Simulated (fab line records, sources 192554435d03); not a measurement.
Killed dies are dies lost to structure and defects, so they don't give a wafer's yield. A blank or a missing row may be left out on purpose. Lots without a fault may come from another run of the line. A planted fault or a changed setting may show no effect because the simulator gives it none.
Problem report in the 8D (eight disciplines) form, filled by code | flow n5_finfet | the parts of the form that need people (team, actions taken, sign-off) are left out

1. THE PROBLEM
bias_w at N5_BEOL_M4_ETCH_64 reads a mean of 119.9 W on 6 wafers of 2 lots; wafers without a fault read 150.0 W with a standard deviation of 0.45. That is -67 standard deviations from the usual mean.
The step: etches SOC in N2/H2, target depth 75 nm, overetch 22.5 nm, time 121.9 s.
First seen on wafer L411.1, day 13 05:24, on rie_diel-06. The record holds 18 wafers of 6 lots with a number at this step. Rule for "out", or "out of limits": more than 4 standard deviations from the usual mean. The other wafers with a number count as sound.

2. WHAT IT IS AND WHAT IT IS NOT
question                    | is                     | is not
which readings at this step | bias_w, rf_vpp_V       | drypump_motor_current_A, oes_product_au, showerhead_plenum_p_Torr, throttle_valve_pct
which lots                  | L411, L414             | L396, L402, L405, L416
which wafers of those lots  | all that have a number | -
read on which tools         | rie_diel-06            | rie_diel-02, rie_diel-05
when                        | from day 13 05:24      | up to then (9 sound wafers); but 3 sound wafers of L416 came after

3. SUSPECTS, AND WHAT RULES EACH OUT
Counting: a tool at a process step up to the reading stays a suspect if it ran every lot that is out and no sound lot after the first of them.
- rie_diel-06 at N5_BEOL_M4_DESCUM_16 (chemistry O2, time 7 s): kept. It ran every lot that is out, first L411 (day 13 05:19), and no sound lot after that; its last sound lot up to then is L405 (day 10 13:42).
- rie_diel-06 at N5_BEOL_M4_ETCH_74 (etches underlayer in N2/H2, target depth 6.5 nm, time 5.2 s): kept. It ran every lot that is out, first L411 (day 13 05:21), and no sound lot after that; its last sound lot up to then is L405 (day 10 13:44).
- rie_diel-06 at N5_BEOL_M4_ETCH_63 (etches SiARC in CF4, target depth 15.6 nm, time 26 s): kept. It ran every lot that is out, first L411 (day 13 05:22), and no sound lot after that; its last sound lot up to then is L405 (day 10 13:45).
- rie_diel-06 at N5_BEOL_M4_ETCH_64 (etches SOC in N2/H2, target depth 75 nm, overetch 22.5 nm, time 121.9 s): kept. It ran every lot that is out, first L411 (day 13 05:24), and no sound lot after that; its last sound lot up to then is L405 (day 10 13:47). Its own readings are out on those wafers: bias_w, rf_vpp_V.
Left after counting: rie_diel-06 at N5_BEOL_M4_DESCUM_16, rie_diel-06 at N5_BEOL_M4_ETCH_74, rie_diel-06 at N5_BEOL_M4_ETCH_63, rie_diel-06 at N5_BEOL_M4_ETCH_64.

4. THE CAUSE (what the simulator had put in)
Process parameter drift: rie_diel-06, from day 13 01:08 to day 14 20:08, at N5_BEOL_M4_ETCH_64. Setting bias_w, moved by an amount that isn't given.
Counting left 4 suspects, and this tool is among them.

5. THE CHAIN OF EFFECTS, in route order
Each row: a reading whose mean over the struck wafers that have a number lies more than 3 standard deviations from the usual. Only readings for which the record gives a usual standard deviation are gone through. hours: the time from each lot's start at the first step in this table that gives one to its start at this step, as a median over the lots. sigmas: the change in usual standard deviations.
hours | step               | reading  | usual   | on struck wafers | change | sigmas
0     | N5_BEOL_M4_ETCH_64 | bias_w   | 150.0 W | 119.9            | -30.1  | -67
0     | N5_BEOL_M4_ETCH_64 | rf_vpp_V | 522.9 V | 454.3            | -68.6  | -27
The process steps in it:
- N5_BEOL_M4_ETCH_64: etches SOC in N2/H2, target depth 75 nm, overetch 22.5 nm, time 121.9 s.
Later measuring or inspecting steps at which every struck wafer that the step has a row for has a number for every such reading, and none has moved that far: N5_BEOL_M4_RC_MEAS_101.

6. WHAT WOULD HAVE CAUGHT IT SOONER
In this record the first reading out of limits was taken at day 13 05:24, 4 hours after the fault began at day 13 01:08.
